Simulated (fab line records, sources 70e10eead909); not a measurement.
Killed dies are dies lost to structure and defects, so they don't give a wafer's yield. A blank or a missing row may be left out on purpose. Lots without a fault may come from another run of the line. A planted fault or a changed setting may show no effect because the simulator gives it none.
Which tool did it? | flow nand_harc | 14 lots, 42 wafers sampled, at 4 steps of a route of 1302

WHAT THE GAUGES READ, wafer by wafer
NHARC_P_M0_CD_MEAS_09: target cd 90 nm. Usual: cd_nm 89.8 nm, standard deviation 0.44.
lot  | measured     | on        | cd_nm (nm)     | flag
L779 | day 6 05:38  | cd_sem-03 | 90.0 90.6 90.9 |
L780 | day 6 09:07  | cd_sem-02 | 89.6 88.8 90.2 |
L782 | day 7 10:40  | cd_sem-01 | 89.6 89.5 89.8 |
L783 | day 7 11:47  | cd_sem-03 | 89.2 89.2 89.4 |
L784 | day 8 01:25  | cd_sem-02 | 89.7 90.5 89.5 |
L786 | day 9 10:50  | cd_sem-01 | 89.2 89.1 89.6 |
L787 | day 9 19:55  | cd_sem-02 | 90.0 89.7 89.7 |
L788 | day 9 21:16  | cd_sem-02 | 90.1 89.4 89.8 |
L790 | day 10 23:51 | cd_sem-03 | 90.5 90.0 90.3 |
L795 | day 12 22:58 | cd_sem-02 | 60.7 61.0 60.2 | OFF
L796 | day 13 00:31 | cd_sem-01 | 67.0 67.2 67.2 | OFF
L799 | day 14 12:40 | cd_sem-01 | 90.0 90.2 90.0 |
L800 | day 14 16:11 | cd_sem-01 | 89.3 89.3 89.8 |
L802 | day 15 14:54 | cd_sem-02 | 89.9 89.9 89.5 |

WHICH TOOL RAN EACH LOT (tool, then ch and the chambers of the sampled wafers, then the start)
lot  | NHARC_P_CONTACT_ETCH_36                       | NHARC_P_CONTACT_CVD_23                   | NHARC_P_M0_EXPOSE_06
L779 | rie_diel-04 ch 0,2, day 6 05:29 or earlier    | cvd_w-02 ch 0,1, day 6 05:29 or earlier  | arfi_scanner-02 ch 0, day 6 05:29
L780 | rie_diel-04 ch 0,2,3, day 6 08:59 or earlier  | cvd_w-02 ch 0,1, day 6 08:59 or earlier  | arfi_scanner-01 ch 0, day 6 08:59
L782 | rie_diel-05 ch 0,3, day 7 10:31 or earlier    | cvd_w-02 ch 0,1, day 7 10:31 or earlier  | arfi_scanner-01 ch 0, day 7 10:31
L783 | rie_diel-07 ch 0,1,2, day 7 11:38 or earlier  | cvd_w-02 ch 0,1, day 7 11:38 or earlier  | arfi_scanner-02 ch 0, day 7 11:38
L784 | rie_diel-04 ch 1,2,3, day 8 01:17 or earlier  | cvd_w-02 ch 0,1, day 8 01:17 or earlier  | arfi_scanner-03 ch 0, day 8 01:17
L786 | rie_diel-05 ch 0,1,2, day 9 10:42 or earlier  | cvd_w-01 ch 0,1, day 9 10:42 or earlier  | arfi_scanner-02 ch 0, day 9 10:42
L787 | rie_diel-05 ch 1,3, day 9 19:47 or earlier    | cvd_w-01 ch 0,1, day 9 19:47 or earlier  | arfi_scanner-01 ch 0, day 9 19:47
L788 | rie_diel-04 ch 0,1,3, day 9 21:08 or earlier  | cvd_w-02 ch 0,1, day 9 21:08 or earlier  | arfi_scanner-01 ch 0, day 9 21:08
L790 | rie_diel-07 ch 0,2,3, day 10 23:43 or earlier | cvd_w-02 ch 0,1, day 10 23:43 or earlier | arfi_scanner-03 ch 0, day 10 23:43
L795 | rie_diel-04 ch 2,3, day 12 22:50 or earlier   | cvd_w-01 ch 0,1, day 12 22:50 or earlier | arfi_scanner-02 ch 0, day 12 22:50
L796 | rie_diel-07 ch 0,3, day 13 00:22 or earlier   | cvd_w-02 ch 0,1, day 13 00:22 or earlier | arfi_scanner-02 ch 0, day 13 00:22
L799 | rie_diel-07 ch 1,2, day 14 12:32 or earlier   | cvd_w-02 ch 0,1, day 14 12:32 or earlier | arfi_scanner-03 ch 0, day 14 12:32
L800 | rie_diel-07 ch 0,2,3, day 14 16:03 or earlier | cvd_w-01 ch 0,1, day 14 16:03 or earlier | arfi_scanner-03 ch 0, day 14 16:03
L802 | rie_diel-05 ch 0,3, day 15 14:46 or earlier   | cvd_w-01 ch 0,1, day 15 14:46 or earlier | arfi_scanner-03 ch 0, day 15 14:46
- NHARC_P_CONTACT_ETCH_36: etches the open film in N2/H2, target depth 260 nm, time 406.25 s.
- NHARC_P_CONTACT_CVD_23: deposits W, target thk 200 nm, time 557 s.
- NHARC_P_M0_EXPOSE_06: exposes mask P M0, target cd 90 nm.

WHAT THE TOOLS THEMSELVES READ (means of the sampled wafers that have a number; where no wafer has one, the mark that the record gives instead)
NHARC_P_CONTACT_ETCH_36. Usual: chamber_pressure_mTorr 29.998 mTorr, standard deviation 0.028; drypump_motor_current_A 5.8 A, standard deviation 0.58; oes_product_au 0.998 a.u., standard deviation 0.0076; rf_vpp_V 431.4 V, standard deviation 2.5; showerhead_plenum_p_Torr 2.08 Torr, standard deviation 0.088; throttle_valve_pct 14.171 %, standard deviation 0.01.
lot  | tool        | chamber_pressure_mTorr (mTorr) | drypump_motor_current_A (A) | oes_product_au (a.u.) | rf_vpp_V (V) | showerhead_plenum_p_Torr (Torr) | throttle_valve_pct (%) | flag
L779 | rie_diel-04 | 30.009                         | 6.0                         | 0.992                 | 434.4        | 2.18                            | 14.180                 |
L780 | rie_diel-04 | 30.036                         | 6.1                         | 0.997                 | 432.7        | 2.11                            | 14.173                 |
L782 | rie_diel-05 | 30.007                         | 5.1                         | 1.002                 | 430.5        | 2.02                            | 14.167                 |
L783 | rie_diel-07 | 30.004                         | 5.6                         | 1.001                 | 431.7        | 2.11                            | 14.164                 |
L784 | rie_diel-04 | 29.984                         | 6.1                         | 0.997                 | 431.6        | 2.08                            | 14.172                 |
L786 | rie_diel-05 | 29.989                         | 5.8                         | 0.997                 | 430.0        | 2.02                            | 14.176                 |
L787 | rie_diel-05 | 30.017                         | 5.8                         | 0.987                 | 432.2        | 2.11                            | 14.168                 |
L788 | rie_diel-04 | 29.987                         | 5.8                         | 0.997                 | 431.3        | 2.06                            | 14.173                 |
L790 | rie_diel-07 | 29.996                         | 5.6                         | 1.002                 | 430.4        | 2.04                            | 14.173                 |
L795 | rie_diel-04 | 29.978                         | 6.6                         | 1.000                 | 430.4        | 2.05                            | 14.165                 |
L796 | rie_diel-07 | 30.005                         | 5.2                         | 1.002                 | 429.8        | 2.02                            | 14.168                 |
L799 | rie_diel-07 | 29.999                         | 5.9                         | 0.988                 | 432.2        | 2.11                            | 14.165                 |
L800 | rie_diel-07 | 30.001                         | 5.6                         | 0.997                 | 432.0        | 2.03                            | 14.164                 |
L802 | rie_diel-05 | 29.978                         | 5.3                         | 1.000                 | 430.8        | 2.05                            | 14.172                 |

NHARC_P_CONTACT_CVD_23. Usual: heater_power_w 450 W, standard deviation 52; throttle_valve_pct 7.9 %, standard deviation 0.32.
lot  | tool     | heater_power_w (W) | throttle_valve_pct (%) | flag
L779 | cvd_w-02 | 429                | 7.4                    |
L780 | cvd_w-02 | 437                | 7.5                    |
L782 | cvd_w-02 | 430                | 7.6                    |
L783 | cvd_w-02 | 481                | 7.9                    |
L784 | cvd_w-02 | 481                | 8.0                    |
L786 | cvd_w-01 | 438                | 8.0                    |
L787 | cvd_w-01 | 440                | 8.0                    |
L788 | cvd_w-02 | 481                | 7.8                    |
L790 | cvd_w-02 | 438                | 7.7                    |
L795 | cvd_w-01 | 462                | 8.2                    |
L796 | cvd_w-02 | 427                | 7.8                    |
L799 | cvd_w-02 | 425                | 7.6                    |
L800 | cvd_w-01 | 464                | 8.0                    |
L802 | cvd_w-01 | 431                | 8.4                    |

NHARC_P_M0_EXPOSE_06. Usual: exposure_dose_mJ_cm2 81.28, standard deviation 0.08.
lot  | tool            | exposure_dose_mJ_cm2 | flag
L779 | arfi_scanner-02 | 81.25                |
L780 | arfi_scanner-01 | 81.24                |
L782 | arfi_scanner-01 | 81.31                |
L783 | arfi_scanner-02 | 81.17                |
L784 | arfi_scanner-03 | 81.28                |
L786 | arfi_scanner-02 | 81.31                |
L787 | arfi_scanner-01 | 81.22                |
L788 | arfi_scanner-01 | 81.28                |
L790 | arfi_scanner-03 | 81.25                |
L795 | arfi_scanner-02 | 50.48                | OFF
L796 | arfi_scanner-02 | 56.57                | OFF
L799 | arfi_scanner-03 | 81.20                |
L800 | arfi_scanner-03 | 81.30                |
L802 | arfi_scanner-03 | 81.34                |

THE ANSWER, worked out from the rows above alone
Rule: a lot is off if the mean of its wafers that have a number lies more than 3 standard deviations from the usual mean. A lot without any number at a reading at which 4 lots or more have one is off too. The other lots that the step has rows for count as sound. The gauges are gone through in route order, then the tools' own readings, and for those a lot's mean is taken as printed above. The first step at which some lot is off is used, and at that step the reading that is off furthest; a lot without a number counts as furthest.
Off: L795, L796, at NHARC_P_M0_CD_MEAS_09 (cd_nm).
A tool fits if, at a process step before that reading, it ran every lot that is off, and no sound lot after the first of them. The gauges at NHARC_P_M0_CD_MEAS_09 aren't tried: what is off there is off at NHARC_P_M0_EXPOSE_06 too, on other tools, and a gauge's error can't cause that. NHARC_P_CONTACT_ETCH_36 gives no start for some lots, so the hours and the order of its lots are those of NHARC_P_M0_EXPOSE_06. NHARC_P_CONTACT_CVD_23 gives no start for some lots, so the hours and the order of its lots are those of NHARC_P_M0_EXPOSE_06. One fits: arfi_scanner-02 at NHARC_P_M0_EXPOSE_06. Its last sound lot is L786 (day 9 10:42), its first lot that is off L795 (day 12 22:50): a fault that began between those two fits.
The tool's own readings at NHARC_P_M0_EXPOSE_06 bear it out: on the lots that are off they differ by more than 5 times the standard deviation of the sound lots' means. exposure_dose_mJ_cm2 reads 53.52 there against 81.26 on the sound lots.

WHAT THE SIMULATOR HAD PUT IN
Process parameter drift: arfi_scanner-02, from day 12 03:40 on, at NHARC_P_M0_EXPOSE_06. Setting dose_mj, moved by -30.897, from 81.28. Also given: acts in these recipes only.
Lots struck among those shown: L795, L796. The rule above found the same.
